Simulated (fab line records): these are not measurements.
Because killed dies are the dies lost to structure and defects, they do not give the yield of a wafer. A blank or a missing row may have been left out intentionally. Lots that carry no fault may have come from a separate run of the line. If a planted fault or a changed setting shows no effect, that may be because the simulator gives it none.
Struck lot and sound lot, side by side	flow n5 finfet	14 out of 1938 route steps
Sound: the wafers L262.1, L262.3, L262.6. Struck: wafer L269.6. (L269.4 of the same lot was not struck and is left out.) The cause comes at the end.
At each step with rows: each side's tool, then ch and its chambers, then its first start. Under that, the readings that differ: sound wafers	struck wafers	difference of the means	sigmas: that difference in standard deviations of wafers without a fault.
alike: readings with means less than 2 such deviations apart, plus words and numbers identical on both sides. not compared: withheld readings, readings lacking a value on some wafer, bounds such as >300 that could conceal the same value, and numbers that have no deviation in the record and whose values overlap.
A row with sigmas, a row that says differs or no value, or rows on one side alone: a step with any of these is where the two part. Numbers that have no deviation but don't overlap get no sigmas and don't part them. Lack of a reading on every wafer of one side parts them only where that side has two or more wafers.

first, 3 steps without rows for these wafers: N5_BEOL_M14_PRECLEAN_39 (cleans in residue remover, time 60 s); N5_BEOL_M14_SRD_40 (time 30 s, dry time 30 s); N5_BEOL_M14_DEGAS_41 (time 60 s).
N5_BEOL_M14_PRE_CLEAN_42: time 30 s.
  struck on pvd sputter-03, day 13 10:38; sound on pvd sputter-03, day 11 04:13
  alike: heater power w
N5_BEOL_M14_SPUTTER_43: material TaN, target thk 15 nm, time 24.19 s.
  struck on pvd sputter-03, day 13 10:40; sound on pvd sputter-03, day 11 04:16
  alike: cathode dc power W, throttle valve pct
N5_BEOL_M14_SPUTTER_44: material Ta, target thk 15 nm, time 24.19 s.
  struck on pvd sputter-03, day 13 10:45; sound on pvd sputter-03, day 11 04:20
  alike: cathode dc power W, throttle valve pct
N5_BEOL_M14_SPUTTER_45: material Cu, target thk 100 nm, time 16.67 s.
  struck on pvd sputter-03, day 13 10:50; sound on pvd sputter-03, day 11 04:25
  alike: cathode dc power W, chuck sensor temp C, throttle valve pct
then, 1 step without rows for these wafers: N5_BEOL_M14_ECD_47 (material Cu, target thk 1248 nm).
N5_BEOL_M14_ANNEAL_48: time 90 s.
  sound on rtp anneal-01 ch 0, day 11 04:59; struck on rtp anneal-02 ch 0, day 13 12:19
  alike: wafer_temp_C_max
then, 1 step without rows for these wafers: N5_BEOL_M14_CMP_49 (polishes, stops on SiO2, t overpolish 5.2 s, target thk 560 nm).
N5_BEOL_M14_THK_MEAS_50: measures by xrf.
  struck on film metro-01, day 13 12:47; sound on film metro-01, day 11 05:35
  alike: M14_THK
then, 1 step without rows for these wafers: N5_BEOL_M14_PRE_CLEAN_52 (time 15 s).
N5_BEOL_M14_DEP_53: deposits SiCN from 3MS/NH3, target thk 50 nm, time 17.8 s.
  sound on pecvd-04 ch 1,2, day 11 05:40; struck on pecvd-01 ch 2, day 13 12:52
reading	sound	struck	difference	sigmas
model.SiCN_of_BEOL_M14_DEP_53.thk nm (nm)	49.8 50.4 50.6	72.2	+21.9	
  alike: showerhead plenum p Torr, showerhead vpp V, throttle valve pct
N5_BEOL_M14_RS_MEAS_54: measurement is done with a four-point probe.
  struck on film metro-02, day 13 12:55; sound on film metro-01, day 11 05:43
  alike: M14_RS

== WHERE THEY PART ==
Nowhere in this record.

WHY: the cause the simulator had injected
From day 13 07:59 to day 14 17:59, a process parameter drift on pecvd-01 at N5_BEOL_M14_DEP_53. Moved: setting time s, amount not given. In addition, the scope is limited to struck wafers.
